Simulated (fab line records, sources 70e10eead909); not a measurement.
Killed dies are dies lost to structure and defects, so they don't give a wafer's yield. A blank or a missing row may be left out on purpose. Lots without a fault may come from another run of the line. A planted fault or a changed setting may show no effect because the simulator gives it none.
Which tool did it? | flow nand_harc | 12 lots, 36 wafers sampled, at 1 step of a route of 1159

WHAT THE GAUGES READ, wafer by wafer
NHARC_P_M1_INSPECT_27.
lot  | measured     | on                | raw_defect_count
L075 | day 6 10:58  | defect_inspect-01 | 169 402 320
L076 | day 6 21:35  | defect_inspect-01 | 492 274 508
L081 | day 7 20:19  | defect_inspect-02 | 344 336 414
L079 | day 8 02:01  | defect_inspect-02 | 140 286 450
L083 | day 8 06:29  | defect_inspect-02 | 565 670 418
L088 | day 9 04:52  | defect_inspect-01 | 377 328 321
L085 | day 9 10:20  | defect_inspect-02 | 801 386 469
L089 | day 9 22:23  | defect_inspect-01 | 262 232 190
L091 | day 10 07:43 | defect_inspect-01 | 318 222 178
L093 | day 10 17:18 | defect_inspect-01 | 427 332 501
L094 | day 11 04:49 | defect_inspect-02 | 195 331 267
L097 | day 12 00:40 | defect_inspect-02 | 340 388 531

WHICH TOOL RAN EACH LOT (tool, then ch and the chambers of the sampled wafers, then the start)
The record holds no process step before these readings.

THE ANSWER, worked out from the rows above alone
Rule: what is usual is taken from the lots themselves. Put in order of their means at a reading, lots are off if they are a third of the lots or fewer, leave a main group of 4 or more, and stand apart from it by a gap of 3 or more times the standard deviation of the main group's means; of several such gaps the widest counts. A main group whose means are all the same, to the digits that the tables above print for the reading, isn't used. A lot without any number at a reading at which 4 lots or more have one is off too. The other lots that the step has rows for count as sound.
No lot is off at any reading shown: from this, nothing can be told.

WHAT THE SIMULATOR HAD PUT IN
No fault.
